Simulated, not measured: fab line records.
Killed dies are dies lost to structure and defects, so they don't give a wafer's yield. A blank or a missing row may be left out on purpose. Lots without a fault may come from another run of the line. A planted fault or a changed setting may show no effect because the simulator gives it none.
2 desks, one fault	flow n5-finfet	what lay behind the numbers comes last; until then each desk has only its own

## AT THE TOOL OWNER'S DESK: litho-track-03
The tool's own readings at N5_BEOL_M12_DEVELOP_09 (develop time 45 s): means of the sampled wafers that have a number, for each lot that ran on this tool. A lot is out of limits, marked OUT, if its mean lies more than 4 standard deviations from the usual mean; the brackets give that distance.
Columns: A = chill-plate-temp-C at N5_BEOL_M12_DEVELOP_09, usual 23.00 C
lot	first seen here	A
L634	day 11 01:07	22.98
L643	day 13 23:56	23.04
L649	day 15 17:08	22.88
L651	day 16 03:23	23.03
L653	day 16 16:23	23.08
L655	day 18 04:19	23.11
This desk's finding: nothing out of limits on any of the 6 lots.

## METROLOGY DESK
Means of the sampled wafers that have a number, per lot and without regard to the tool the lot ran on: this is what the gauges read. A lot is out of limits, marked OUT, if its mean lies more than 4 standard deviations from the usual mean; the brackets give that distance.
Columns: A = cd-nm at N5_BEOL_M12_CD_MEAS_10, usual 140.2 nm
lot	first seen here	A
L634	day 11 01:13	139.9
L635	day 11 06:32	139.6
L637	day 11 15:00	142.4
L641	day 13 01:25	139.3
L643	day 14 00:02	140.4
L647	day 15 02:08	139.7
L646	day 15 09:48	140.9
L649	day 15 17:14	139.5
L651	day 16 03:29	138.5
L656	day 16 12:23	138.2
L653	day 16 16:30	141.8
L655	day 18 04:26	140.4
This desk's finding: nothing out of limits on any of the 12 lots.

## PUT TOGETHER
The desk of the tool owner found nothing out of limits.
From the metrology desk's view, nothing was out of limits.

## WHAT WAS PUT IN BY THE SIMULATOR
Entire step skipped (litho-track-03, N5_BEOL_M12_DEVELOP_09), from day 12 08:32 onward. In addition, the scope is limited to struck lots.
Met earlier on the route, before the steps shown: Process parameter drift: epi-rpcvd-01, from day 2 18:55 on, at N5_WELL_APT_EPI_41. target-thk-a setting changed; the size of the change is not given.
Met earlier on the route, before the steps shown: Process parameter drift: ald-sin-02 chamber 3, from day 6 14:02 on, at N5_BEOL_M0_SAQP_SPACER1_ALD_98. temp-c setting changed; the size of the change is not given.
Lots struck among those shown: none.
